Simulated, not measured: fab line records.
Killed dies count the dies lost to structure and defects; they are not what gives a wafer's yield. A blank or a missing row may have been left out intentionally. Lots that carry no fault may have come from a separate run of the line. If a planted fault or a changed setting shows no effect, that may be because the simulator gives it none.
Matching of chambers || flow n5Finfet || 4 sister chambers for N5_BEOL_M4_ETCH_63 on rieDiel-02
The step etches SiARC in CF4, target depth 15.6 nm, time 26 s. 8 wafers are shown with their chamber, then 11 later ones without.

WAFERS WITH THEIR CHAMBER
{"wafer": "L076.5", "chamber": 3, "showerheadPlenumPTorr (Torr)": 2.06, "drypumpMotorCurrentA (A)": 5.6}
{"wafer": "L079.1", "chamber": 3, "showerheadPlenumPTorr (Torr)": 2.05, "drypumpMotorCurrentA (A)": 5.6}
{"wafer": "L084.1", "chamber": 2, "showerheadPlenumPTorr (Torr)": 2.23, "drypumpMotorCurrentA (A)": 5.7}
{"wafer": "L084.3", "chamber": 0, "showerheadPlenumPTorr (Torr)": 2.04, "drypumpMotorCurrentA (A)": 5.6}
{"wafer": "L087.2", "chamber": 0, "showerheadPlenumPTorr (Torr)": 2.03, "drypumpMotorCurrentA (A)": 5.6}
{"wafer": "L087.4", "chamber": 1, "showerheadPlenumPTorr (Torr)": 2.20, "drypumpMotorCurrentA (A)": 5.7}
{"wafer": "L087.6", "chamber": 1, "showerheadPlenumPTorr (Torr)": 2.20, "drypumpMotorCurrentA (A)": 5.8}
{"wafer": "L093.1", "chamber": 2, "showerheadPlenumPTorr (Torr)": 2.22, "drypumpMotorCurrentA (A)": 5.6}

WAFERS WITHOUT THEIR CHAMBER
{"wafer": "L093.4", "showerheadPlenumPTorr (Torr)": 2.03, "drypumpMotorCurrentA (A)": 5.6}
{"wafer": "L093.5", "showerheadPlenumPTorr (Torr)": 2.22, "drypumpMotorCurrentA (A)": 5.6}
{"wafer": "L096.1", "showerheadPlenumPTorr (Torr)": 2.04, "drypumpMotorCurrentA (A)": 5.6}
{"wafer": "L096.2", "showerheadPlenumPTorr (Torr)": 2.03, "drypumpMotorCurrentA (A)": 5.6}
{"wafer": "L096.3", "showerheadPlenumPTorr (Torr)": 2.22, "drypumpMotorCurrentA (A)": 5.6}
{"wafer": "L096.4", "showerheadPlenumPTorr (Torr)": 2.20, "drypumpMotorCurrentA (A)": 5.7}
{"wafer": "L096.5", "showerheadPlenumPTorr (Torr)": 2.03, "drypumpMotorCurrentA (A)": 5.6}
{"wafer": "L096.6", "showerheadPlenumPTorr (Torr)": 2.04, "drypumpMotorCurrentA (A)": 5.6}
{"wafer": "L097.3", "showerheadPlenumPTorr (Torr)": 2.04, "drypumpMotorCurrentA (A)": 5.6}
{"wafer": "L097.4", "showerheadPlenumPTorr (Torr)": 2.20, "drypumpMotorCurrentA (A)": 5.7}
{"wafer": "L097.5", "showerheadPlenumPTorr (Torr)": 2.03, "drypumpMotorCurrentA (A)": 5.6}

EACH ONE'S CHAMBER
{"wafer": "L093.4", "from the rows above": 0, "in truth": 0}
{"wafer": "L093.5", "from the rows above": 2, "in truth": 2}
{"wafer": "L096.1", "from the rows above": "can't be placed: 0 or 3", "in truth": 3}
{"wafer": "L096.2", "from the rows above": 0, "in truth": 0}
{"wafer": "L096.3", "from the rows above": 2, "in truth": 2}
{"wafer": "L096.4", "from the rows above": 1, "in truth": 1}
{"wafer": "L096.5", "from the rows above": 0, "in truth": 0}
{"wafer": "L096.6", "from the rows above": "can't be placed: 0 or 3", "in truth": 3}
{"wafer": "L097.3", "from the rows above": "can't be placed: 0 or 3", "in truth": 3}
{"wafer": "L097.4", "from the rows above": 1, "in truth": 1}
{"wafer": "L097.5", "from the rows above": 0, "in truth": 0}
8 of 11 placed correctly. Cannot be placed on the basis of these rows: 3; the candidates contain the true chamber in 3. Placed wrongly: 0.
How it was worked out, from the rows above alone: a wafer's distance from a chamber is the root of the sum, over the readings, of the square of ((its reading less the chamber's mean) divided by the reading's scatter). The wafer belongs to the nearest chamber; if the next one is less than 2 further off, it can't be placed. A chamber's mean is the mean of its shown wafers. The scatter is the square root of a quotient: the sum, over the shown wafers, of each reading's squared deviation from its chamber's mean, divided by wafers minus chambers.
